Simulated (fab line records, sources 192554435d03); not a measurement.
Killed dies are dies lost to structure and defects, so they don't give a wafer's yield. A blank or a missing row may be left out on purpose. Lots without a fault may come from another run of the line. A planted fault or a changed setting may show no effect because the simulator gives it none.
Chamber matching | flow n5_finfet | N5_FIN_SAQP_SPACER2_ETCHBACK_29 on rie_diel-06: 4 sister chambers
The step etches SiO2 in CHF3/O2, target depth 12.2 nm, time 6.1 s. 4 wafers are shown with their chamber, then 7 later ones without.

WAFERS WITH THEIR CHAMBER
wafer  | chamber | drypump_motor_current_A (A)
L079.2 | 0       | 6.3
L083.3 | 3       | 5.0
L093.3 | 2       | 5.9
L093.4 | 1       | 6.5

WAFERS WITHOUT THEIR CHAMBER
wafer  | drypump_motor_current_A (A)
L093.5 | 5.1
L096.1 | 6.3
L096.2 | 6.5
L096.6 | 6.3
L097.1 | 5.0
L097.3 | 6.3
L097.5 | 5.0

WHICH CHAMBER EACH WENT THROUGH
wafer  | from the rows above | in truth
L093.5 | 3                   | 3
L096.1 | 0                   | 0
L096.2 | 1                   | 1
L096.6 | 0                   | 0
L097.1 | 3                   | 3
L097.3 | 0                   | 0
L097.5 | 3                   | 3
Placed correctly: 7 of 7. Can't be placed from these rows: 0. Placed wrongly: 0.
How it was worked out, from the rows above alone: a wafer's distance from a chamber is the root of the sum, over the readings, of the square of ((its reading less the chamber's mean) divided by the reading's scatter). The wafer belongs to the nearest chamber; if the next one is less than 2 further off, it can't be placed. A chamber's mean is the mean of its shown wafers. The scatter: with one shown wafer a chamber, the root of the mean of the squares of how far each hidden wafer lies from its nearest shown one.
